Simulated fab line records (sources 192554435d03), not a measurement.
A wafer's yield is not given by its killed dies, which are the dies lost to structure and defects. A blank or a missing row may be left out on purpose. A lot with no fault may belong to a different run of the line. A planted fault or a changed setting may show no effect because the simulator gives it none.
Which tool is to blame? ; flow n5_finfet ; 29 wafers from 11 lots sampled at 6 of the route's 1938 steps

WHAT EACH GAUGE READ, for each wafer
N5_BEOL_M15_THK_MEAS_50: measures by xrf.
lot;measured;on;M15_THK (nm)
L724;day 12 12:17;film_metro-01;847 874 858
L726;day 13 20:47;film_metro-01;861 840
L728;day 14 02:40;film_metro-02;897 893 911
L729;day 14 14:07;film_metro-01;864 860 842
L731;day 14 21:56;film_metro-02;873 1239
L734;day 15 05:34;film_metro-02;1267 1276
L732;day 15 06:16;film_metro-01;856 1203
L740;day 16 13:11;film_metro-01;872 926 901
L742;day 17 07:07;film_metro-01;856 871 907
L743;day 17 21:47;film_metro-01;865 866 915
L744;day 18 02:42;film_metro-01;866 853 893

N5_BEOL_M15_RS_MEAS_54: uses a four-point probe to measure.
lot;measured;on;M15_RS (ohm/sq)
L724;day 12 12:26;film_metro-01;0.0222 0.0216 0.0218
L726;day 13 20:55;film_metro-02;0.0217 0.0221
L728;day 14 02:48;film_metro-02;0.0209 0.0210 0.0206
L729;day 14 14:14;film_metro-02;0.0216 0.0217 0.0223
L731;day 14 22:04;film_metro-01;0.0217 0.0152
L734;day 15 05:41;film_metro-01;0.0150 0.0149
L732;day 15 06:26;film_metro-01;0.0218 0.0155
L740;day 16 13:19;film_metro-01;0.0214 0.0203 0.0208
L742;day 17 07:16;film_metro-01;0.0220 0.0215 0.0207
L743;day 17 21:55;film_metro-02;0.0217 0.0215 0.0203
L744;day 18 02:50;film_metro-01;0.0214 0.0217 0.0207

N5_BEOL_M15_INSPECT_55: inspects for defects (darkfield).
lot;measured;on;raw_defect_count
L724;day 12 12:28;defect_inspect-01;60 62 51
L726;day 13 20:56;defect_inspect-02;67 49
L728;day 14 02:49;defect_inspect-02;110 49 74
L729;day 14 14:16;defect_inspect-01;78 52 50
L731;day 14 22:06;defect_inspect-01;57 76
L734;day 15 05:43;defect_inspect-01;41 44
L732;day 15 06:28;defect_inspect-01;91 72
L740;day 16 13:21;defect_inspect-02;77 104 130
L742;day 17 07:17;defect_inspect-01;89 71 51
L743;day 17 21:56;defect_inspect-01;48 52 68
L744;day 18 02:51;defect_inspect-01;149 37 86

EACH LOT AND THE TOOL THAT RAN IT (in order: tool; ch and the chambers of the sampled wafers; start)
lot;N5_BEOL_M15_TRENCH_ETCH_34;N5_BEOL_M15_ETCH_38;N5_BEOL_M15_PRE_CLEAN_42
L724;rie_diel-01 ch 1,3, day 12 10:01;rie_diel-04 ch 0,1,3, day 12 11:03 or earlier;pvd_sputter-01, day 12 11:03
L726;rie_diel-01 ch 0,3, day 13 16:43;rie_diel-04 ch 0,1, day 13 19:28 or earlier;pvd_sputter-03, day 13 19:28
L728;rie_diel-04 ch 1,2, day 13 23:33;rie_diel-05 ch 1,2,3, day 14 01:31 or earlier;pvd_sputter-03, day 14 01:31
L729;rie_diel-01 ch 1,2,3, day 14 07:17;rie_diel-04 ch 0,1,2, day 14 12:58 or earlier;pvd_sputter-03, day 14 12:58
L731;rie_diel-01 ch 0,1, day 14 17:02;rie_diel-01 ch 0,2, day 14 20:25 or earlier;pvd_sputter-02, day 14 20:25
L734;rie_diel-01 ch 1,2, day 15 01:05;rie_diel-01 ch 2,3, day 15 04:08 or earlier;pvd_sputter-02, day 15 04:08
L732;rie_diel-01 ch 0,3, day 15 03:01;rie_diel-04 ch 1,3, day 15 04:37 or earlier;pvd_sputter-02, day 15 04:37
L740;rie_diel-04 ch 1,2,3, day 16 10:18;rie_diel-01 ch 0,2,3, day 16 12:02 or earlier;pvd_sputter-02, day 16 12:02
L742;rie_diel-04 ch 0,1,3, day 17 03:50;rie_diel-01 ch 1,2,3, day 17 05:50 or earlier;pvd_sputter-01, day 17 05:50
L743;rie_diel-04 ch 0,1,3, day 17 17:35;rie_diel-01 ch 1,2,3, day 17 20:38 or earlier;pvd_sputter-03, day 17 20:38
L744;rie_diel-04 ch 0,2,3, day 17 20:54;rie_diel-01 ch 0,2,3, day 18 01:33 or earlier;pvd_sputter-02, day 18 01:33
- N5_BEOL_M15_TRENCH_ETCH_34: etches SiO2 in C4F8/O2/Ar, target depth 872.93 nm, time 199 s.
- N5_BEOL_M15_ETCH_38: etches SiCN in CF4/N2, target depth 106.4 nm, time 120.5 s.
- N5_BEOL_M15_PRE_CLEAN_42: time 30 s.

AS READ BY THE TOOLS THEMSELVES (means over the sampled wafers that have a number; for cases with no such wafer, the mark the record gives instead)
N5_BEOL_M15_TRENCH_ETCH_34.
lot;tool;drypump_motor_current_A (A);oes_ar_750_au (a.u.);oes_product_au (a.u.);rf_vpp_V (V);showerhead_plenum_p_Torr (Torr);throttle_valve_pct (%)
L724;rie_diel-01;5.6;0.72;0.72;2252;3.35;30.63
L726;rie_diel-01;5.5;0.75;0.74;2204;3.37;30.78
L728;rie_diel-04;6.2;0.86;0.88;2251;3.38;30.34
L729;rie_diel-01;5.5;0.79;0.78;2251;3.35;30.81
L731;rie_diel-01;5.4;0.75;0.83;2206;3.42;31.00
L734;rie_diel-01;5.5;0.81;1.03;2254;3.38;31.23
L732;rie_diel-01;5.5;0.74;0.81;2205;3.35;30.94
L740;rie_diel-04;6.1;0.85;0.86;2248;3.44;30.63
L742;rie_diel-04;5.9;0.86;0.87;2225;3.50;30.85
L743;rie_diel-04;5.9;0.86;0.87;2225;3.50;30.87
L744;rie_diel-04;5.9;0.82;0.83;2206;3.44;30.66

N5_BEOL_M15_ETCH_38.
lot;tool;drypump_motor_current_A (A);oes_product_au (a.u.);rf_vpp_V (V);showerhead_plenum_p_Torr (Torr);throttle_valve_pct (%)
L724;rie_diel-04;5.9;0.83;382.4;2.26;15.41
L726;rie_diel-04;5.9;0.95;382.6;2.25;15.23
L728;rie_diel-05;5.5;0.69;381.1;2.19;15.51
L729;rie_diel-04;6.1;0.89;382.5;2.21;15.14
L731;rie_diel-01;5.3;0.85;381.6;2.20;15.46
L734;rie_diel-01;5.6;0.80;380.8;2.13;15.41
L732;rie_diel-04;6.1;0.91;383.5;2.25;15.29
L740;rie_diel-01;5.5;0.78;381.1;2.15;15.46
L742;rie_diel-01;5.5;0.76;380.4;2.14;15.49
L743;rie_diel-01;5.5;0.74;380.6;2.14;15.49
L744;rie_diel-01;5.5;0.77;381.3;2.15;15.47

N5_BEOL_M15_PRE_CLEAN_42.
lot;tool;heater_power_w (W)
L724;pvd_sputter-01;498
L726;pvd_sputter-03;500
L728;pvd_sputter-03;475
L729;pvd_sputter-03;463
L731;pvd_sputter-02;600
L734;pvd_sputter-02;416
L732;pvd_sputter-02;499
L740;pvd_sputter-02;512
L742;pvd_sputter-01;453
L743;pvd_sputter-03;450
L744;pvd_sputter-02;450

THE ANSWER, worked out from the rows above alone
Rule: what is usual is taken from the lots themselves. The widest of any qualifying gaps counts: lots, ordered by their means at a reading, are off when they make up no more than a third of the lots, leave a main group of 4 or more, and stand apart from it by 3 or more times the standard deviation of that group's means. A main group whose means are all the same, to the digits that the tables above print for the reading, isn't used. Also off: a lot with no number at a reading for which 4 or more lots have one. All remaining lots with rows at the step are treated as sound. The gauges are gone through in route order, then the tools' own readings, and for those a lot's mean is taken as printed above. The first step at which some lot is off is used, and at that step the reading that is off furthest; a lot without a number counts as furthest.
Off: at N5_BEOL_M15_THK_MEAS_50 (M15_THK), L731, L734, L732. Main group: mean 875 nm, sd 18.
If a tool, at a process step before that reading, ran all the lots that are off and no sound lot after the first of them, it fits. The gauges at N5_BEOL_M15_THK_MEAS_50 are tried like those tools. N5_BEOL_M15_ETCH_38: start missing for some lots; hours and lot order therefore follow N5_BEOL_M15_PRE_CLEAN_42. One candidate fits, namely rie_diel-01 at N5_BEOL_M15_TRENCH_ETCH_34. A fault onset in the window from L729 (day 14 07:17, its last sound lot) to L731 (day 14 17:02, its first lot off) fits.

WHAT THE SIMULATOR PUT IN
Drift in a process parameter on rie_diel-01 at N5_BEOL_M15_TRENCH_ETCH_34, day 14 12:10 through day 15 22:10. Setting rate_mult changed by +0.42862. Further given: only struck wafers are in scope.
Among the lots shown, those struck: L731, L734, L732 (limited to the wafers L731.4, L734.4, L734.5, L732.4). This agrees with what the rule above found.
